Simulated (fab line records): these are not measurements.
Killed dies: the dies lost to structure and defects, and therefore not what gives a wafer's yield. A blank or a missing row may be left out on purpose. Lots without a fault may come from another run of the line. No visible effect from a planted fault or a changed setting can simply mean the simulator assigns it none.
Matching of chambers :: flow n5 finfet :: 4 sister chambers for N5_MOL_CONTACT_COAG_ETCH_124 on rie diel-01
The step etches SiNx in CH3F/O2, stops on SiOC, target depth 6.5 nm. 18 wafers are shown with their chamber, then 9 later ones without.

WAFERS WITH THEIR CHAMBER
wafer: L074.3
chamber: 1
drypump motor current A (A): 5.0
showerhead plenum p Torr (Torr): 1.89
rf vpp V (V): 295

wafer: L074.4
chamber: 2
drypump motor current A (A): 5.6
showerhead plenum p Torr (Torr): 2.02
rf vpp V (V): 303

wafer: L074.6
chamber: 1
drypump motor current A (A): 5.0
showerhead plenum p Torr (Torr): 1.89
rf vpp V (V): 295

wafer: L076.3
chamber: 0
drypump motor current A (A): 6.2
showerhead plenum p Torr (Torr): 1.96
rf vpp V (V): 288

wafer: L076.5
chamber: 0
drypump motor current A (A): 6.2
showerhead plenum p Torr (Torr): 1.96
rf vpp V (V): 289

wafer: L076.6
chamber: 3
drypump motor current A (A): 6.2
showerhead plenum p Torr (Torr): 1.94
rf vpp V (V): 304

wafer: L080.1
chamber: 0
drypump motor current A (A): 6.2
showerhead plenum p Torr (Torr): 1.95
rf vpp V (V): 288

wafer: L080.2
chamber: 3
drypump motor current A (A): 6.2
showerhead plenum p Torr (Torr): 1.94
rf vpp V (V): 303

wafer: L080.3
chamber: 1
drypump motor current A (A): 5.0
showerhead plenum p Torr (Torr): 1.89
rf vpp V (V): 294

wafer: L081.1
chamber: 1
drypump motor current A (A): 5.0
showerhead plenum p Torr (Torr): 1.88
rf vpp V (V): 294

wafer: L081.3
chamber: 2
drypump motor current A (A): 5.6
showerhead plenum p Torr (Torr): 2.01
rf vpp V (V): 302

wafer: L081.6
chamber: 3
drypump motor current A (A): 6.2
showerhead plenum p Torr (Torr): 1.94
rf vpp V (V): 303

wafer: L083.3
chamber: 1
drypump motor current A (A): 5.0
showerhead plenum p Torr (Torr): 1.88
rf vpp V (V): 296

wafer: L083.4
chamber: 0
drypump motor current A (A): 6.3
showerhead plenum p Torr (Torr): 1.95
rf vpp V (V): 288

wafer: L083.6
chamber: 3
drypump motor current A (A): 6.2
showerhead plenum p Torr (Torr): 1.94
rf vpp V (V): 305

wafer: L086.1
chamber: 3
drypump motor current A (A): 6.2
showerhead plenum p Torr (Torr): 1.94
rf vpp V (V): 305

wafer: L086.2
chamber: 0
drypump motor current A (A): 6.2
showerhead plenum p Torr (Torr): 1.95
rf vpp V (V): 288

wafer: L086.3
chamber: 2
drypump motor current A (A): 5.7
showerhead plenum p Torr (Torr): 2.01
rf vpp V (V): 302

SIGNATURES (means of the wafers above)
reading: drypump motor current A
chamber 0: 6.220
chamber 1: 5.000
chamber 2: 5.633
chamber 3: 6.200
scatter within a chamber: 0.0324

reading: showerhead plenum p Torr
chamber 0: 1.9540
chamber 1: 1.8860
chamber 2: 2.0133
chamber 3: 1.9400
scatter within a chamber: 0.00468

reading: rf vpp V
chamber 0: 288.20
chamber 1: 294.80
chamber 2: 302.33
chamber 3: 304.00
scatter within a chamber: 0.768
Rule: a wafer lies at a distance from a chamber equal to the root of the sum of squares, over the readings, of (its reading less the chamber's mean, divided by the reading's scatter). If the next closest chamber is less than 2 further off than the closest, the wafer can't be placed; otherwise it belongs to the closest. The scatter: the root of (the sum of the squares of (reading less its chamber's mean) over the shown wafers, divided by (wafers less chambers)).

WAFERS MISSING THEIR CHAMBER
wafer: L089.3
drypump motor current A (A): 6.2
showerhead plenum p Torr (Torr): 1.95
rf vpp V (V): 289

wafer: L089.4
drypump motor current A (A): 5.0
showerhead plenum p Torr (Torr): 2.13
rf vpp V (V): 300

wafer: L089.6
drypump motor current A (A): 5.0
showerhead plenum p Torr (Torr): 2.13
rf vpp V (V): 300

wafer: L093.2
drypump motor current A (A): 6.2
showerhead plenum p Torr (Torr): 1.93
rf vpp V (V): 304

wafer: L093.4
drypump motor current A (A): 5.6
showerhead plenum p Torr (Torr): 2.01
rf vpp V (V): 303

wafer: L093.5
drypump motor current A (A): 5.0
showerhead plenum p Torr (Torr): 2.13
rf vpp V (V): 301

wafer: L092.1
drypump motor current A (A): 6.2
showerhead plenum p Torr (Torr): 1.94
rf vpp V (V): 289

wafer: L092.2
drypump motor current A (A): 5.0
showerhead plenum p Torr (Torr): 2.13
rf vpp V (V): 301

wafer: L092.5
drypump motor current A (A): 6.1
showerhead plenum p Torr (Torr): 1.93
rf vpp V (V): 303

THE CHAMBER EACH PASSED THROUGH
wafer: L089.3
from the rows above: 0
in truth: 0

wafer: L089.4
from the rows above: 2
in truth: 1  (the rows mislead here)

wafer: L089.6
from the rows above: 2
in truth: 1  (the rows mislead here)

wafer: L093.2
from the rows above: 3
in truth: 3

wafer: L093.4
from the rows above: 2
in truth: 2

wafer: L093.5
from the rows above: 2
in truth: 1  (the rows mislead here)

wafer: L092.1
from the rows above: 0
in truth: 0

wafer: L092.2
from the rows above: 2
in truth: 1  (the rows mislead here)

wafer: L092.5
from the rows above: 3
in truth: 3
Placed correctly: 5 of 9. Not placeable from these rows: 0. Placed wrongly: 4.
